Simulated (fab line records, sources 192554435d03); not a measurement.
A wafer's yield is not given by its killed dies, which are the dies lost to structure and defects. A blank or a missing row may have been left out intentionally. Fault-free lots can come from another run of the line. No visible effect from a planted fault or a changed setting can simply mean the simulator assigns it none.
Which of the tools did it? | flow n5-finfet | 9 lots with 27 wafers sampled at 6 steps, on a route of 1938 steps

## WHAT THE GAUGES READ, wafer by wafer
N5_BEOL_M2_RS_MEAS_58: measures by four-point-probe. Usual: for M2_RS the level is 0.67 ohm/sq and the standard deviation is 0.035.
lot  | measured     | on            | M2_RS (ohm/sq) | flag
L449 | day 7 05:23  | film-metro-02 | 0.76 0.68 0.68 |
L451 | day 7 18:47  | film-metro-01 | 0.66 0.69 0.68 |
L453 | day 8 13:29  | film-metro-01 | 0.69 0.68 0.69 |
L456 | day 8 23:06  | film-metro-01 | 0.72 0.68 0.73 |
L462 | day 10 19:56 | film-metro-01 | 0.65 0.65 0.63 |
L464 | day 11 04:31 | film-metro-02 | 0.67 0.69 0.63 |
L466 | day 11 19:57 | film-metro-01 | 0.69 0.63 0.64 |
L469 | day 13 05:46 | film-metro-02 | 0.59 0.74 0.64 |
L470 | day 13 07:40 | film-metro-02 | 0.64 0.69 0.61 |

N5_BEOL_M3_THK_MEAS_01. Usual: for M3_ILD_THK the level is 78.8 nm and the standard deviation is 1.1.
lot  | measured     | on            | M3_ILD_THK (nm) | flag
L449 | day 7 05:31  | film-metro-02 | 78.9 80.5 78.9  |
L451 | day 7 18:55  | film-metro-01 | 76.9 78.3 79.2  |
L453 | day 8 13:37  | film-metro-02 | 80.5 79.1 80.5  |
L456 | day 8 23:22  | film-metro-01 | 70.0 71.2 71.3  | OFF
L462 | day 10 20:04 | film-metro-01 | 69.3 69.9 71.0  | OFF
L464 | day 11 04:38 | film-metro-01 | 78.0 79.1 80.2  |
L466 | day 11 20:05 | film-metro-01 | 77.8 78.4 78.7  |
L469 | day 13 05:54 | film-metro-01 | 78.7 80.3 80.3  |
L470 | day 13 07:47 | film-metro-01 | 78.2 78.9 79.7  |

N5_BEOL_M4_RC_MEAS_101. Usual: DIBL_N 36.0 mV/V, standard deviation 2.5; DIBL_P 36.7 mV/V, standard deviation 3; IOFF_N 0.16 nA/um, standard deviation 0.043; IOFF_P 0.21 nA/um, standard deviation 0.049; ION_N 673 uA/um, standard deviation 15; ION_P 461 uA/um, standard deviation 9.8; SS_N 71.5 mV/dec, standard deviation 0.83; SS_P 73.4 mV/dec, standard deviation 0.83; VT_N 250 mV, standard deviation 4; VT_P -251 mV, standard deviation 4.
lot  | measured     | on        | DIBL_N (mV/V)  | DIBL_P (mV/V)  | IOFF_N (nA/um) | IOFF_P (nA/um) | ION_N (uA/um) | ION_P (uA/um) | SS_N (mV/dec)  | SS_P (mV/dec)  | VT_N (mV)   | VT_P (mV)      | flag
L449 | day 8 12:34  | prober-02 | 36.6 38.3 34.3 | 37.3 38.7 34.4 | 0.18 0.20 0.13 | 0.19 0.22 0.16 | 697 686 676   | 468 459 463   | 71.9 72.2 70.9 | 74.1 74.5 73.0 | 248 247 254 | -254 -251 -255 |
L451 | day 8 18:52  | prober-01 | 29.9 35.4 32.0 | 30.0 36.9 32.9 | 0.09 0.16 0.11 | 0.13 0.22 0.17 | 677 671 675   | 470 467 475   | 69.7 71.6 71.5 | 71.6 72.5 71.8 | 256 245 254 | -257 -249 -250 |
L453 | day 9 07:55  | prober-01 | 34.7 39.3 35.2 | 36.8 41.9 37.8 | 0.13 0.24 0.14 | 0.22 0.32 0.23 | 668 697 660   | 469 476 461   | 71.1 72.0 70.2 | 74.0 74.6 74.2 | 250 244 253 | -248 -243 -248 |
L456 | day 10 02:14 | prober-01 | 39.2 35.1 33.3 | 43.4 35.1 35.7 | 0.28 0.17 0.13 | 0.32 0.18 0.17 | 689 666 677   | 470 456 463   | 72.0 71.2 69.9 | 75.1 73.2 72.6 | 242 249 251 | -244 -254 -254 |
L462 | day 12 02:37 | prober-01 | 34.7 38.4 35.1 | 34.9 39.5 35.9 | 0.14 0.21 0.15 | 0.19 0.27 0.21 | 677 684 670   | 466 469 459   | 70.6 72.1 71.5 | 73.5 74.4 72.9 | 251 246 252 | -250 -248 -253 |
L464 | day 12 12:56 | prober-02 | 34.9 37.1 37.5 | 36.0 38.8 39.1 | 0.14 0.17 0.19 | 0.22 0.26 0.27 | 666 672 694   | 462 469 484   | 70.3 71.8 71.2 | 73.1 73.2 73.4 | 251 248 246 | -247 -246 -244 |
L466 | day 13 00:16 | prober-02 | 33.7 35.5 37.5 | 35.3 37.1 38.7 | 0.12 0.15 0.17 | 0.17 0.19 0.20 | 674 679 666   | 458 461 445   | 71.4 71.3 72.2 | 72.8 73.7 74.1 | 255 250 253 | -256 -253 -252 |
L469 | day 14 07:53 | prober-01 | 36.6 35.8 35.0 | 39.2 38.0 36.9 | 0.19 0.16 0.14 | 0.24 0.21 0.20 | 694 684 669   | 479 469 461   | 70.8 71.7 71.0 | 73.8 73.5 73.1 | 242 248 252 | -249 -251 -250 |
L470 | day 14 13:20 | prober-01 | 35.6 37.2 35.3 | 36.6 38.3 36.1 | 0.14 0.17 0.13 | 0.17 0.19 0.16 | 672 683 650   | 454 463 445   | 71.1 71.8 70.9 | 72.9 73.6 73.2 | 252 251 254 | -256 -254 -258 |

## EACH LOT AND THE TOOL THAT RAN IT (in order: tool; ch and the chambers of the sampled wafers; start)
lot  | N5_BEOL_M2_ANNEAL_87         | N5_BEOL_M2_ANNEAL_51             | N5_BEOL_M3_ILD_DEP_00
L449 | pvd-sputter-02, day 7 03:02  | rtp-anneal-01 ch 0, day 7 04:16  | pecvd-01 ch 0,1,2, day 7 05:28
L451 | pvd-sputter-02, day 7 16:39  | rtp-anneal-02 ch 0, day 7 17:56  | pecvd-02 ch 0,2, day 7 18:52
L453 | pvd-sputter-03, day 8 11:22  | rtp-anneal-01 ch 0, day 8 12:38  | pecvd-01 ch 1,2, day 8 13:34
L456 | pvd-sputter-01, day 8 21:02  | rtp-anneal-02 ch 0, day 8 22:17  | pecvd-01 ch 0,1, day 8 23:17
L462 | pvd-sputter-02, day 10 17:52 | rtp-anneal-02 ch 0, day 10 19:05 | pecvd-01 ch 0,2, day 10 20:00
L464 | pvd-sputter-01, day 11 02:22 | rtp-anneal-02 ch 0, day 11 03:37 | pecvd-03 ch 0,1,2, day 11 04:34
L466 | pvd-sputter-03, day 11 17:53 | rtp-anneal-02 ch 0, day 11 19:06 | pecvd-03 ch 1,2, day 11 20:01
L469 | pvd-sputter-01, day 13 03:22 | rtp-anneal-01 ch 0, day 13 04:54 | pecvd-03 ch 0,1,2, day 13 05:50
L470 | pvd-sputter-02, day 13 05:35 | rtp-anneal-01 ch 0, day 13 06:49 | pecvd-03 ch 0,1, day 13 07:44
- N5_BEOL_M2_ANNEAL_87: time 240 s.
- N5_BEOL_M2_ANNEAL_51: time 90 s.
- N5_BEOL_M3_ILD_DEP_00: deposits SiOC from DEMS/O2, target thk 79 nm, time 15.3 s.

## AS READ BY THE TOOLS THEMSELVES (means over the sampled wafers that have a number; for cases with no such wafer, the mark the record gives instead)
N5_BEOL_M2_ANNEAL_87. Usual: heater-power-w 818 W, standard deviation 71; susceptor-temp-C 400.02 C, standard deviation 0.2; susceptor_temp_C_max 400.87, standard deviation 0.3.
lot  | tool           | heater-power-w (W) | susceptor-temp-C (C) | susceptor_temp_C_max | flag
L449 | pvd-sputter-02 | 892                | 400.06               | 400.93               |
L451 | pvd-sputter-02 | 940                | 399.84               | 400.74               |
L453 | pvd-sputter-03 | 764                | 399.90               | 400.66               |
L456 | pvd-sputter-01 | 792                | 400.20               | 400.92               |
L462 | pvd-sputter-02 | 924                | 399.83               | 401.01               |
L464 | pvd-sputter-01 | 775                | 400.06               | 400.78               |
L466 | pvd-sputter-03 | 879                | 399.85               | 400.68               |
L469 | pvd-sputter-01 | 732                | 399.71               | 400.44               |
L470 | pvd-sputter-02 | 882                | 400.17               | 401.00               |

N5_BEOL_M2_ANNEAL_51. Usual: wafer_temp_C_max 226.37, standard deviation 0.28.
lot  | tool          | wafer_temp_C_max | flag
L449 | rtp-anneal-01 | 226.61           |
L451 | rtp-anneal-02 | 226.26           |
L453 | rtp-anneal-01 | 226.21           |
L456 | rtp-anneal-02 | 226.19           |
L462 | rtp-anneal-02 | 226.43           |
L464 | rtp-anneal-02 | 226.77           |
L466 | rtp-anneal-02 | 226.53           |
L469 | rtp-anneal-01 | 226.36           |
L470 | rtp-anneal-01 | 226.44           |

N5_BEOL_M3_ILD_DEP_00. Usual: heater-power-w 514 W, standard deviation 84; rf-fwd-power-W 494.2 W, standard deviation 2.3; showerhead-plenum-p-Torr 5.693 Torr, standard deviation 0.015; susceptor-temp-C 349.99 C, standard deviation 0.21; throttle-valve-pct 11.9 %, standard deviation 0.36.
lot  | tool     | heater-power-w (W) | rf-fwd-power-W (W) | showerhead-plenum-p-Torr (Torr) | susceptor-temp-C (C) | throttle-valve-pct (%) | flag
L449 | pecvd-01 | 547                | 495.7              | 5.667                           | 349.86               | 11.9                   |
L451 | pecvd-02 | 434                | 494.1              | 5.704                           | 350.10               | 12.1                   |
L453 | pecvd-01 | 542                | 494.0              | 5.669                           | 349.88               | 12.0                   |
L456 | pecvd-01 | 487                | 492.8              | 5.674                           | 350.05               | 11.7                   |
L462 | pecvd-01 | 622                | 495.7              | 5.676                           | 350.10               | 12.0                   |
L464 | pecvd-03 | 554                | 493.6              | 5.695                           | 350.07               | 12.1                   |
L466 | pecvd-03 | 578                | 495.5              | 5.691                           | 349.75               | 11.7                   |
L469 | pecvd-03 | 511                | 494.0              | 5.698                           | 349.97               | 12.1                   |
L470 | pecvd-03 | 522                | 493.7              | 5.705                           | 349.98               | 11.8                   |

## THE ANSWER, worked out from the rows above alone
Rule: a lot counts as off when the mean over its wafers that have a number is more than 3 standard deviations away from the usual mean. Also off: a lot with no number at a reading for which 4 or more lots have one. Where the step has rows for the other lots, those lots are counted as sound. After the gauges, taken in route order, come the tools' own readings; for these a lot's mean is taken, as printed above. The first step at which some lot is off is used, and at that step the reading that is off furthest; a lot without a number counts as furthest.
Off: at N5_BEOL_M3_THK_MEAS_01 (M3_ILD_THK), L456, L462.
If a tool, at a process step before that reading, ran all the lots that are off and no sound lot after the first of them, it fits. Gauges at N5_BEOL_M3_THK_MEAS_01: tried the same way as those tools. One fits: pecvd-01 at N5_BEOL_M3_ILD_DEP_00. A fault onset in the window from L453 (day 8 13:34, its last sound lot) to L456 (day 8 23:17, its first lot off) fits.

## WHAT THE SIMULATOR PUT IN
Site profile drift: pecvd-01, from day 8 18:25 on, at N5_BEOL_M3_ILD_DEP_00. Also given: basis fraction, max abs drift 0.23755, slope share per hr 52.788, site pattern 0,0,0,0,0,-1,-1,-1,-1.
Lots struck among those shown: L456, L462. The rule above found the same.
